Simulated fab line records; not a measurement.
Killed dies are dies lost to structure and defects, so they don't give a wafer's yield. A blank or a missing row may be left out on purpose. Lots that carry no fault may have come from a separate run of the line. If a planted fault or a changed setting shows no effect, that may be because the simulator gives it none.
fab line records ; flow n5-finfet ; part 1 of 2: steps 1 to 24 of 30
record: lots: 5; wafers: 15; last-day: 18
route steps=1938 shown DUMMY_GATE@248 SPACER0@258 SD_EPI_N@262
lots that met no fault: from a run of the same line without faults
start-h: hours from the record's first day to the start of the lot's first wafer shown ; wait-h: how many hours have passed since the lot's step before this one ; " unchanged from the row above ; L1.1+2: a row that stands for several wafers ; - either no value or no given start ; * or withheld: withheld ; < > ~ a bound
route shown NAME@n: a module of which the file shows steps, and the number in the route of the first ; usual: mean/standard deviation taken from wafers without a fault ; same: alike in all rows ; chamber/n: place in a boat ; sites: per-site readings ; _std_site: standard deviation across them ; _edge_site: mean of outer sites minus mean of inner sites ; radius-mm: how far each site lies from the wafer's centre ; mask NAME#n: copy n ; behind: the most recent tool/chamber to have shaped the wafer ; hold: why the lot went on hold/how many hours it stayed there/how the hold came to an end ; device: transistor that didn't switch, given as n, p or np ; end of line: the route-end tests of the same wafers ; for a step that has no rows: nothing shown but its recipe ; killed: the dies lost at the first sort to structure and to defects; this is not the yield of the wafer ; map: a wafer's dies, x killed, . not, _ none there
set.NAME: the setting the step ran with; set.NAME@STEP: the setting that earlier step ran with ; model.NAME: the simulator's own value behind a step, which no gauge read
lots at selected steps of the route; one table per step, one row per wafer
services: from which hour (start-h, from the record's first day; less than 0 if before it) a tool's chamber was out of use, for how many hours, and why
== steps ==
step: N5_DUMMY_GATE_ETCH_44
recipe: chemistry: HBr/O2; over-etch-frac: 0.7; target-depth-a: 1275; stop-on: SiO2; ion-energy-ev: 60; bias-w: 20; target: poly-Si; mask-material: SiO2; pressure-mtorr: 20; icp-w: 400; HBr_flow_sccm: 120; O2_flow_sccm: 10
usual: drypump-motor-current-A: 5.8/0.44; oes-product-au: 0.722/0.011; throttle-valve-pct: 18.39/0.24
lot.wafer;tool;chamber;start-h;wait-h;drypump-motor-current-A;oes-product-au;rf-hours-counter-h;throttle-valve-pct
L079.1;rie-si-05;0;76.26;0.0;6.0;0.734;193;18.36
L079.5;rie-si-05;3;76.26;0.0;6.1;0.722;-;18.19
L079.6;rie-si-05;2;76.26;0.0;4.9;0.719;-;18.17
L086.2;rie-si-02;3;120.22;0.0;6.3;0.719;120;18.30
L086.3;rie-si-02;0;120.22;0.0;4.9;0.705;162;18.50
L086.6;rie-si-02;1;120.22;0.0;6.2;0.706;-;18.24
L089.3;rie-si-05;0;138.53;0.0;6.0;0.735;194;18.34
L089.5;rie-si-05;3;138.53;0.0;6.1;0.711;-;18.18
L089.6;rie-si-05;0;138.53;0.0;6.1;0.747;-;18.36
L091.2;rie-si-02;3;154.21;0.0;6.2;0.734;120;18.30
L091.3;rie-si-02;1;154.21;0.0;6.2;0.718;154;18.25
L091.5;rie-si-02;2;154.21;0.0;6.0;0.707;-;18.62
L096.3;rie-si-02;3;178.28;0.0;6.3;0.728;121;18.31
L096.4;rie-si-02;2;178.28;0.0;6.0;0.720;5;18.61
L096.6;rie-si-02;0;178.28;0.0;4.9;0.696;-;18.51
step: N5_DUMMY_GATE_CD_MEAS_24
recipe: target-cd-nm: 15
usual: cd-nm: 15.0/0.32
lot.wafer;tool;chamber;start-h;wait-h;cd-nm
L079.1;cd-sem-03;-;76.37;0.1;15.0
L079.5;cd-sem-03;-;76.37;0.1;14.7
L079.6;cd-sem-03;-;76.37;0.1;14.8
L086.2;cd-sem-03;-;120.34;0.1;15.6
L086.3;cd-sem-03;-;120.34;0.1;15.3
L086.6;cd-sem-03;-;120.34;0.1;15.2
L089.3;cd-sem-01;-;138.64;0.1;14.7
L089.5;cd-sem-01;-;138.64;0.1;15.1
L089.6;cd-sem-01;-;138.64;0.1;15.2
L091.2;cd-sem-01;-;154.32;0.1;14.9
L091.3;cd-sem-01;-;154.32;0.1;14.6
L091.5;cd-sem-01;-;154.32;0.1;14.9
L096.3;cd-sem-01;-;178.40;0.1;15.0
L096.4;cd-sem-01;-;178.40;0.1;15.1
L096.6;cd-sem-01;-;178.40;0.1;15.0
step: N5_DUMMY_GATE_ETCH_42
recipe: chemistry: CHF3/O2; target: SiO2; target-depth-a: 35; time-s: 31; ion-energy-ev: 30; bias-w: 12; pressure-mtorr: 30; source-w: 600; Ar_flow_sccm: 200; CHF3_flow_sccm: 50; O2_flow_sccm: 5
usual: drypump-motor-current-A: 5.7/0.33; oes-product-au: 0.77/0.057; rf-vpp-V: 42.4/0.83; showerhead-plenum-p-Torr: 2.40/0.1; throttle-valve-pct: 18.89/0.19
lot.wafer;tool;chamber;start-h;wait-h;drypump-motor-current-A;oes-product-au;rf-hours-counter-h;rf-vpp-V;showerhead-plenum-p-Torr;throttle-valve-pct
L079.1;rie-diel-06;0;76.42;0.0;5.7;0.84;76;43.6;2.54;18.79
L079.5;rie-diel-06;2;76.42;0.0;5.9;0.76;-;42.2;2.32;19.07
L079.6;rie-diel-06;1;76.42;0.0;5.9;0.79;-;42.5;2.24;19.14
L086.2;rie-diel-06;1;120.38;0.0;5.9;0.78;116;42.7;2.24;19.15
L086.3;rie-diel-06;0;120.38;0.0;5.8;0.83;88;42.0;2.53;18.80
L086.6;rie-diel-06;0;120.38;0.0;5.7;0.83;-;42.8;2.53;18.80
L089.3;rie-diel-02;1;138.69;0.0;6.3;0.80;87;43.0;2.53;19.10
L089.5;rie-diel-02;1;138.69;0.0;6.3;0.81;-;44.0;2.53;19.10
L089.6;rie-diel-02;2;138.69;0.0;5.5;0.79;-;43.1;2.34;18.65
L091.2;rie-diel-05;1;154.37;0.0;5.2;0.90;17;41.6;2.36;18.71
L091.3;rie-diel-05;2;154.37;0.0;6.0;0.72;198;42.6;2.48;18.56
L091.5;rie-diel-05;1;154.37;0.0;5.2;0.90;-;42.5;2.36;18.70
L096.3;rie-diel-06;2;178.55;0.1;5.9;0.73;165;41.1;2.31;19.12
L096.4;rie-diel-06;1;178.55;0.1;5.9;0.76;-;43.1;2.23;19.17
L096.6;rie-diel-06;2;178.55;0.1;5.9;0.73;-;41.8;2.31;19.13
step: N5_DUMMY_GATE_STRIP_48
recipe: chemistry: N2/H2; time-s: 20; power-w: 100; temp-c: 40; pressure-mtorr: 100; rf-frequency-hz: 6e+07; bias-power-w: 3; n2-flow-sccm: 300; h2-flow-sccm: 300
usual: drypump-motor-current-A: 5.8/0.33; h2-flow-sccm: 300.1/0.99; oes-product-au: 0.77/0.057; rf-vpp-V: 45.2/0.92; showerhead-plenum-p-Torr: 3.36/0.15; throttle-valve-pct: 12.30/0.18
lot.wafer;tool;chamber;start-h;wait-h;drypump-motor-current-A;h2-flow-sccm;oes-product-au;rf-hours-counter-h;rf-vpp-V;showerhead-plenum-p-Torr;throttle-valve-pct
L079.1;rie-diel-06;0;76.47;0.0;5.7;300.2;0.84;76;45.6;3.56;12.22
L079.5;rie-diel-06;2;76.47;0.0;5.9;298.9;0.75;-;44.3;3.26;12.51
L079.6;rie-diel-06;1;76.47;0.0;5.9;299.9;0.78;-;43.9;3.15;12.44
L086.2;rie-diel-06;1;120.43;0.0;5.9;299.1;0.78;116;46.4;3.14;12.46
L086.3;rie-diel-06;0;120.43;0.0;5.8;299.5;0.82;88;44.8;3.56;12.25
L086.6;rie-diel-06;0;120.43;0.0;5.8;299.6;0.83;-;45.4;3.56;12.23
L089.3;rie-diel-02;1;138.73;0.0;6.3;300.3;0.80;87;46.3;3.56;12.42
L089.5;rie-diel-02;1;138.73;0.0;6.3;300.3;0.81;-;46.2;3.56;12.42
L089.6;rie-diel-02;2;138.73;0.0;5.5;299.7;0.79;-;45.1;3.27;12.02
L091.2;rie-diel-05;1;154.42;0.0;5.2;299.9;0.91;17;44.4;3.31;11.99
L091.3;rie-diel-05;2;154.42;0.0;6.1;300.1;0.71;198;46.5;3.49;12.03
L091.5;rie-diel-05;1;154.42;0.0;5.2;299.8;0.91;-;45.1;3.31;11.99
L096.3;rie-diel-06;2;178.59;0.0;5.9;299.5;0.73;165;44.5;3.24;12.58
L096.4;rie-diel-06;1;178.59;0.0;5.9;300.3;0.76;-;45.5;3.13;12.51
L096.6;rie-diel-06;2;178.59;0.0;5.9;301.5;0.72;-;44.3;3.24;12.58
step: N5_DUMMY_GATE_PRECLEAN_33
recipe: chemistry: dHF; time-s: 10; dilution: 750:1; temp-c: 25
usual: bath-heat-duty-pct: 6.5/0.86
lot.wafer;tool;chamber;start-h;wait-h;bath-heat-duty-pct
L079.1;wet-bench-01;0;76.55;0.1;6.4
L079.5;wet-bench-01;5;76.55;0.1;5.5
L079.6;wet-bench-01;6;76.55;0.1;5.9
L086.2;wet-bench-03;0;120.51;0.1;7.7
L086.3;wet-bench-03;7;120.51;0.1;7.6
L086.6;wet-bench-03;3;120.51;0.1;5.2
L089.3;wet-bench-03;5;138.82;0.1;6.6
L089.5;wet-bench-03;1;138.82;0.1;7.2
L089.6;wet-bench-03;3;138.82;0.1;5.1
L091.2;wet-bench-06;2;154.51;0.1;6.2
L091.3;wet-bench-06;3;154.51;0.1;5.1
L091.5;wet-bench-06;1;154.51;0.1;5.4
L096.3;wet-bench-06;6;178.68;0.1;6.1
L096.4;wet-bench-06;2;178.68;0.1;6.7
L096.6;wet-bench-06;3;178.68;0.1;6.7
step: N5_DUMMY_GATE_PRECLEAN_25
recipe: chemistry: O3/DIW; time-s: 45; temp-c: 22; o3-ppm: 10
usual: bath-heat-duty-pct: 2.4/0.46
lot.wafer;tool;chamber;start-h;wait-h;bath-heat-duty-pct
L079.1;wet-bench-01;0;76.56;0.0;2.1
L079.5;wet-bench-01;5;76.56;0.0;2.2
L079.6;wet-bench-01;6;76.56;0.0;3.0
L086.2;wet-bench-03;0;120.52;0.0;2.0
L086.3;wet-bench-03;7;120.52;0.0;2.8
L086.6;wet-bench-03;3;120.52;0.0;1.9
L089.3;wet-bench-03;5;138.82;0.0;2.5
L089.5;wet-bench-03;1;138.82;0.0;2.9
L089.6;wet-bench-03;3;138.82;0.0;1.7
L091.2;wet-bench-06;2;154.51;0.0;1.9
L091.3;wet-bench-06;3;154.51;0.0;2.4
L091.5;wet-bench-06;1;154.51;0.0;1.8
L096.3;wet-bench-06;6;178.68;0.0;2.5
L096.4;wet-bench-06;2;178.68;0.0;2.4
L096.6;wet-bench-06;3;178.68;0.0;2.1
step: N5_DUMMY_GATE_PRECLEAN_51
recipe: chemistry: SC2; time-s: 45; temp-c: 35; mix: 1:1:50
usual: bath-heat-duty-pct: 3.4/0.55
lot.wafer;tool;chamber;start-h;wait-h;bath-heat-duty-pct
L079.1;wet-bench-01;0;76.57;0.0;3.1
L079.5;wet-bench-01;5;76.57;0.0;2.2
L079.6;wet-bench-01;6;76.57;0.0;4.1
L086.2;wet-bench-03;0;120.53;0.0;2.8
L086.3;wet-bench-03;7;120.53;0.0;3.6
L086.6;wet-bench-03;3;120.53;0.0;2.8
L089.3;wet-bench-03;5;138.83;0.0;2.2
L089.5;wet-bench-03;1;138.83;0.0;3.8
L089.6;wet-bench-03;3;138.83;0.0;2.8
L091.2;wet-bench-06;2;154.52;0.0;3.8
L091.3;wet-bench-06;3;154.52;0.0;2.9
L091.5;wet-bench-06;1;154.52;0.0;3.4
L096.3;wet-bench-06;6;178.69;0.0;3.5
L096.4;wet-bench-06;2;178.69;0.0;3.8
L096.6;wet-bench-06;3;178.69;0.0;3.3
step: N5_DUMMY_GATE_SRD_26
recipe: dry: ipa-marangoni; time-s: 30; temp-c: 23; rinse-liquid: diw
usual: bath-heat-duty-pct: 3.8/0.62
lot.wafer;tool;chamber;start-h;wait-h;bath-heat-duty-pct
L079.1;wet-bench-01;0;76.58;0.0;3.5
L079.5;wet-bench-01;5;76.58;0.0;3.0
L079.6;wet-bench-01;6;76.58;0.0;3.9
L086.2;wet-bench-03;0;120.54;0.0;3.8
L086.3;wet-bench-03;7;120.54;0.0;4.7
L086.6;wet-bench-03;3;120.54;0.0;2.9
L089.3;wet-bench-03;5;138.85;0.0;4.2
L089.5;wet-bench-03;1;138.85;0.0;4.3
L089.6;wet-bench-03;3;138.85;0.0;2.2
L091.2;wet-bench-06;2;154.54;0.0;3.6
L091.3;wet-bench-06;3;154.54;0.0;3.7
L091.5;wet-bench-06;1;154.54;0.0;3.3
L096.3;wet-bench-06;6;178.71;0.0;4.2
L096.4;wet-bench-06;2;178.71;0.0;3.9
L096.6;wet-bench-06;3;178.71;0.0;2.9
step: N5_DUMMY_GATE_UV_OZONE_45
recipe: time-s: 120; pressure-torr: 760; temp-c: 25
lot.wafer;tool;chamber;start-h;wait-h
L079.1+5+6;wet-bench-01;0,5,6;76.60;0.0
L086.2+3+6;wet-bench-03;0,7,3;120.56;0.0
L089.3+5+6;wet-bench-03;5,1,3;138.86;0.0
L091.2+3+5;wet-bench-06;2,3,1;154.55;0.0
L096.3+4+6;wet-bench-06;6,2,3;178.72;0.0
step: N5_DUMMY_GATE_INSPECT_27
recipe: inspect-instrument: brightfield; mode: aei
usual: raw-defect-count: 280/77
lot.wafer;tool;chamber;start-h;wait-h;raw-defect-count
L079.1;defect-inspect-01;-;76.66;0.0;387
L079.5;defect-inspect-01;-;76.66;0.0;292
L079.6;defect-inspect-01;-;76.66;0.0;255
L086.2;defect-inspect-01;-;120.62;0.0;283
L086.3;defect-inspect-01;-;120.62;0.0;321
L086.6;defect-inspect-01;-;120.62;0.0;265
L089.3;defect-inspect-01;-;138.92;0.0;216
L089.5;defect-inspect-01;-;138.92;0.0;228
L089.6;defect-inspect-01;-;138.92;0.0;188
L091.2;defect-inspect-02;-;154.61;0.0;331
L091.3;defect-inspect-02;-;154.61;0.0;258
L091.5;defect-inspect-02;-;154.61;0.0;289
L096.3;defect-inspect-02;-;178.78;0.0;388
L096.4;defect-inspect-02;-;178.78;0.0;308
L096.6;defect-inspect-02;-;178.78;0.0;444
step: N5_SPACER0_ALD_07
recipe: material: SiNx; target-thk-a: 20; temp-c: 400; ald-precursor-family: SiH2I2; ald-co-reactant: N2/H2-plasma; pressure-torr: 2
usual: heater-power-w: 844/87
lot.wafer;tool;chamber;start-h;wait-h;heater-power-w;since-wet-clean-h
L079.1;ald-sin-02;3;76.69;0.0;979;266
L079.5;ald-sin-02;0;76.69;0.0;831;-
L079.6;ald-sin-02;1;76.69;0.0;723;-
L086.2;ald-sin-04;0;120.65;0.0;812;218
L086.3;ald-sin-04;2;120.65;0.0;988;218
L086.6;ald-sin-04;3;120.65;0.0;967;-
L089.3;ald-sin-02;3;138.96;0.0;976;328
L089.5;ald-sin-02;3;138.96;0.0;966;-
L089.6;ald-sin-02;2;138.96;0.0;755;-
L091.2;ald-sin-02;2;155.05;0.4;729;344
L091.3;ald-sin-02;0;155.05;0.4;840;344
L091.5;ald-sin-02;3;155.05;0.4;961;-
L096.3;ald-sin-03;0;179.74;1.0;886;170
L096.4;ald-sin-03;1;179.74;1.0;768;170
L096.6;ald-sin-03;0;179.74;1.0;891;-
step: N5_SPACER0_ALD_00
recipe: material: SiOCN; target-thk-a: 35; temp-c: 400; ald-precursor-family: alkyl-aminosilane; ald-co-reactant: O2/N2-plasma; pulse-time-s: 3; purge-time-s: 2; co-reactant-purge-time-s: 2; ald-cycles: 58; pressure-torr: 2
usual: heater-power-w: 845/86; precursor-pulse-height-rel: 1.001/0.019
lot.wafer;tool;chamber;start-h;wait-h;heater-power-w;precursor-pulse-height-rel;since-wet-clean-h
L079.1;ald-sin-02;3;76.85;0.1;980;1.002;266
L079.5;ald-sin-02;0;76.85;0.1;837;1.008;-
L079.6;ald-sin-02;1;76.85;0.1;706;0.979;-
L086.2;ald-sin-04;0;120.81;0.1;803;0.994;218
L086.3;ald-sin-04;2;120.81;0.1;1006;1.030;218
L086.6;ald-sin-04;3;120.81;0.1;957;1.004;-
L089.3;ald-sin-02;3;139.11;0.1;974;1.002;328
L089.5;ald-sin-02;3;139.11;0.1;995;0.998;-
L089.6;ald-sin-02;2;139.11;0.1;739;0.983;-
L091.2;ald-sin-02;2;155.20;0.1;736;1.046;345
L091.3;ald-sin-02;0;155.20;0.1;836;1.010;345
L091.5;ald-sin-02;3;155.20;0.1;957;1.016;-
L096.3;ald-sin-03;0;179.89;0.1;896;0.994;171
L096.4;ald-sin-03;1;179.89;0.1;780;0.991;171
L096.6;ald-sin-03;0;179.89;0.1;892;0.986;-
step: N5_SPACER0_ALD_08
recipe: material: SiNx; target-thk-a: 20; temp-c: 400; ald-precursor-family: SiH2I2; ald-co-reactant: N2/H2-plasma; pressure-torr: 2
usual: heater-power-w: 848/87
lot.wafer;tool;chamber;start-h;wait-h;heater-power-w;since-wet-clean-h
L079.1;ald-sin-02;3;77.10;0.1;990;266
L079.5;ald-sin-02;0;77.10;0.1;865;-
L079.6;ald-sin-02;1;77.10;0.1;709;-
L086.2;ald-sin-04;0;121.06;0.1;821;219
L086.3;ald-sin-04;2;121.06;0.1;1022;219
L086.6;ald-sin-04;3;121.06;0.1;958;-
L089.3;ald-sin-02;3;139.37;0.1;993;329
L089.5;ald-sin-02;3;139.37;0.1;962;-
L089.6;ald-sin-02;2;139.37;0.1;746;-
L091.2;ald-sin-02;2;155.46;0.1;766;345
L091.3;ald-sin-02;0;155.46;0.1;879;345
L091.5;ald-sin-02;3;155.46;0.1;970;-
L096.3;ald-sin-03;0;180.15;0.1;921;171
L096.4;ald-sin-03;1;180.15;0.1;755;171
L096.6;ald-sin-03;0;180.15;0.1;893;-
step: N5_SPACER0_INSPECT_04
recipe: inspect-instrument: darkfield; mode: post-dep
usual: raw-defect-count: 130/32
lot.wafer;tool;chamber;start-h;wait-h;raw-defect-count
L079.1;defect-inspect-02;-;77.26;0.1;163
L079.5;defect-inspect-02;-;77.26;0.1;134
L079.6;defect-inspect-02;-;77.26;0.1;111
L086.2;defect-inspect-01;-;121.22;0.1;121
L086.3;defect-inspect-01;-;121.22;0.1;145
L086.6;defect-inspect-01;-;121.22;0.1;103
L089.3;defect-inspect-01;-;139.54;0.1;122
L089.5;defect-inspect-01;-;139.54;0.1;114
L089.6;defect-inspect-01;-;139.54;0.1;84
L091.2;defect-inspect-01;-;155.62;0.1;122
L091.3;defect-inspect-01;-;155.62;0.1;104
L091.5;defect-inspect-01;-;155.62;0.1;90
L096.3;defect-inspect-02;-;180.31;0.1;183
L096.4;defect-inspect-02;-;180.31;0.1;158
L096.6;defect-inspect-02;-;180.31;0.1;171
step: N5_SD_EPI_N_COAT_32
recipe: resist: SOC; temp-c: 250; time-s: 60; spin-rpm: 1500; resist-thk-nm: 350
usual: dispense-pressure-kPa: 48.4/0.83
lot.wafer;tool;chamber;start-h;wait-h;dispense-pressure-kPa
L079.1;litho-track-05;0;77.29;0.0;49.7
L079.5;litho-track-05;0;77.29;0.0;49.6
L079.6;litho-track-05;0;77.29;0.0;49.6
L086.2;litho-track-03;0;121.25;0.0;48.2
L086.3;litho-track-03;0;121.25;0.0;48.2
L086.6;litho-track-03;0;121.25;0.0;48.2
L089.3;litho-track-03;0;139.57;0.0;48.2
L089.5;litho-track-03;0;139.57;0.0;48.2
L089.6;litho-track-03;0;139.57;0.0;48.2
L091.2;litho-track-01;0;155.65;0.0;47.6
L091.3;litho-track-01;0;155.65;0.0;47.6
L091.5;litho-track-01;0;155.65;0.0;47.6
L096.3;litho-track-03;0;180.34;0.0;48.1
L096.4;litho-track-03;0;180.34;0.0;48.1
L096.6;litho-track-03;0;180.34;0.0;48.1
step: N5_SD_EPI_N_COAT_33
recipe: resist: SiARC; temp-c: 220; time-s: 60; spin-rpm: 1500; resist-thk-nm: 35
usual: dispense-pressure-kPa: 48.5/0.84
lot.wafer;tool;chamber;start-h;wait-h;dispense-pressure-kPa
L079.1;litho-track-05;0;-;-;49.7
L079.5;litho-track-05;0;-;-;49.7
L079.6;litho-track-05;0;-;-;49.7
L086.2;litho-track-03;0;-;-;48.2
L086.3;litho-track-03;0;-;-;48.2
L086.6;litho-track-03;0;-;-;48.2
L089.3;litho-track-03;0;-;-;48.1
L089.5;litho-track-03;0;-;-;48.1
L089.6;litho-track-03;0;-;-;48.1
L091.2;litho-track-01;0;-;-;47.6
L091.3;litho-track-01;0;-;-;47.7
L091.5;litho-track-01;0;-;-;47.6
L096.3;litho-track-03;0;-;-;48.1
L096.4;litho-track-03;0;-;-;48.1
L096.6;litho-track-03;0;-;-;48.1
step: N5_SD_EPI_N_COAT_03
recipe: resist: CAR-ArF-block; spin-rpm: 1500; resist-thk-nm: 150
usual: dispense-pressure-kPa: 48.4/0.83
lot.wafer;tool;chamber;start-h;wait-h;dispense-pressure-kPa
L079.1;litho-track-05;0;-;-;49.6
L079.5;litho-track-05;0;-;-;49.7
L079.6;litho-track-05;0;-;-;49.6
L086.2;litho-track-03;0;-;-;48.1
L086.3;litho-track-03;0;-;-;48.1
L086.6;litho-track-03;0;-;-;48.1
L089.3;litho-track-03;0;-;-;48.1
L089.5;litho-track-03;0;-;-;48.2
L089.6;litho-track-03;0;-;-;48.1
L091.2;litho-track-01;0;-;-;47.6
L091.3;litho-track-01;0;-;-;47.7
L091.5;litho-track-01;0;-;-;47.6
L096.3;litho-track-03;0;-;-;48.0
L096.4;litho-track-03;0;-;-;48.0
L096.6;litho-track-03;0;-;-;48.0
step: N5_SD_EPI_N_EBR_05
recipe: solvent: PGMEA; ebr-width-mm: 1.5
lot.wafer;tool;chamber;start-h;wait-h
L079.1+5+6;litho-track-05;0;-;-
L086.2+3+6;litho-track-03;0;-;-
L089.3+5+6;litho-track-03;0;-;-
L091.2+3+5;litho-track-01;0;-;-
L096.3+4+6;litho-track-03;0;-;-
step: N5_SD_EPI_N_SOFTBAKE_04
recipe: temp-c: 110; time-s: 60; resist: CAR-ArF-block
lot.wafer;tool;chamber;start-h;wait-h
L079.1+5+6;litho-track-05;0;-;-
L086.2+3+6;litho-track-03;0;-;-
L089.3+5+6;litho-track-03;0;-;-
L091.2+3+5;litho-track-01;0;-;-
L096.3+4+6;litho-track-03;0;-;-
step: N5_SD_EPI_N_EXPOSE_06
recipe: mask-id: SD_N_BLK; na: 1.35; source-shape: conventional; sigma-outer: 0.8; polarization: unpolarized; target-cd-nm: 120; dose-mj: 39.75
usual: reticle-temp-C: 22.99/0.09
lot.wafer;tool;chamber;start-h;wait-h;mask;reticle-temp-C
L079.1;arfi-scanner-02;0;77.53;-;SD_N_BLK#0;22.78
L079.5;arfi-scanner-02;0;77.53;-;SD_N_BLK#0;23.01
L079.6;arfi-scanner-02;0;77.53;-;SD_N_BLK#0;22.97
L086.2;arfi-scanner-02;0;121.50;-;SD_N_BLK#0;23.21
L086.3;arfi-scanner-02;0;121.50;-;SD_N_BLK#0;22.94
L086.6;arfi-scanner-02;0;121.50;-;SD_N_BLK#0;22.98
L089.3;arfi-scanner-01;0;139.82;-;SD_N_BLK#0;23.01
L089.5;arfi-scanner-01;0;139.82;-;SD_N_BLK#0;23.15
L089.6;arfi-scanner-01;0;139.82;-;SD_N_BLK#0;23.07
L091.2;arfi-scanner-02;0;155.77;-;SD_N_BLK#0;23.09
L091.3;arfi-scanner-02;0;155.77;-;SD_N_BLK#0;23.17
L091.5;arfi-scanner-02;0;155.77;-;SD_N_BLK#0;23.09
L096.3;arfi-scanner-03;0;180.60;-;SD_N_BLK#0;22.88
L096.4;arfi-scanner-03;0;180.60;-;SD_N_BLK#0;22.96
L096.6;arfi-scanner-03;0;180.60;-;SD_N_BLK#0;22.97
step: N5_SD_EPI_N_PEB_07
recipe: peb-temp-c: 110; peb-time-s: 60; resist: CAR-ArF-block
lot.wafer;tool;chamber;start-h;wait-h
L079.1+5+6;litho-track-03;0;77.59;0.1
L086.2+3+6;litho-track-03;0;121.55;0.0
L089.3+5+6;litho-track-01;0;139.87;0.0
L091.2+3+5;litho-track-03;0;155.83;0.0
L096.3+4+6;litho-track-03;0;180.64;0.0
step: N5_SD_EPI_N_DEVELOP_08
recipe: develop-time-s: 30; developer: TMAH; resist: CAR-ArF-block; dev-temp-c: 23; rinse-liquid: diw; dry: air-spin
lot.wafer;tool;chamber;start-h;wait-h
L079.1+5+6;litho-track-03;0;-;-
L086.2+3+6;litho-track-03;0;-;-
L089.3+5+6;litho-track-01;0;-;-
L091.2+3+5;litho-track-03;0;-;-
L096.3+4+6;litho-track-03;0;-;-
step: N5_SD_EPI_N_CD_MEAS_09
recipe: target-cd-nm: 120; landing-energy-ev: 500; detector: se-inlens
usual: cd-nm: 120.0/0.55
lot.wafer;tool;chamber;start-h;wait-h;cd-nm
L079.1;cd-sem-02;0;77.66;-;121.1
L079.5;cd-sem-02;0;77.66;-;120.4
L079.6;cd-sem-02;0;77.66;-;120.4
L086.2;cd-sem-03;0;121.62;-;120.0
L086.3;cd-sem-03;0;121.62;-;120.6
L086.6;cd-sem-03;0;121.62;-;120.8
L089.3;cd-sem-03;0;139.94;-;120.6
L089.5;cd-sem-03;0;139.94;-;120.1
L089.6;cd-sem-03;0;139.94;-;120.3
L091.2;cd-sem-01;0;155.89;-;120.1
L091.3;cd-sem-01;0;155.89;-;120.3
L091.5;cd-sem-01;0;155.89;-;120.5
L096.3;cd-sem-01;0;180.71;-;120.8
L096.4;cd-sem-01;0;180.71;-;120.3
L096.6;cd-sem-01;0;180.71;-;120.3
step: N5_SD_EPI_N_OVL_MEAS_10
recipe: points-per-wafer: 44
usual: SD_N_BLK_OVL: 0.0/0.76
lot.wafer;tool;chamber;start-h;wait-h;SD_N_BLK_OVL[nm]
L079.1;overlay-02;0;77.69;0.0;-0.8
L079.5;overlay-02;0;77.69;0.0;-0.8
L079.6;overlay-02;0;77.69;0.0;-0.5
L086.2;overlay-02;0;121.65;0.0;-1.0
L086.3;overlay-02;0;121.65;0.0;-0.3
L086.6;overlay-02;0;121.65;0.0;-0.7
L089.3;overlay-01;0;139.97;0.0;0.2
L089.5;overlay-01;0;139.97;0.0;-0.2
L089.6;overlay-01;0;139.97;0.0;1.1
L091.2;overlay-01;0;155.92;0.0;-0.8
L091.3;overlay-01;0;155.92;0.0;0.2
L091.5;overlay-01;0;155.92;0.0;-0.9
L096.3;overlay-02;0;180.74;0.0;-0.4
L096.4;overlay-02;0;180.74;0.0;-1.2
L096.6;overlay-02;0;180.74;0.0;-0.7
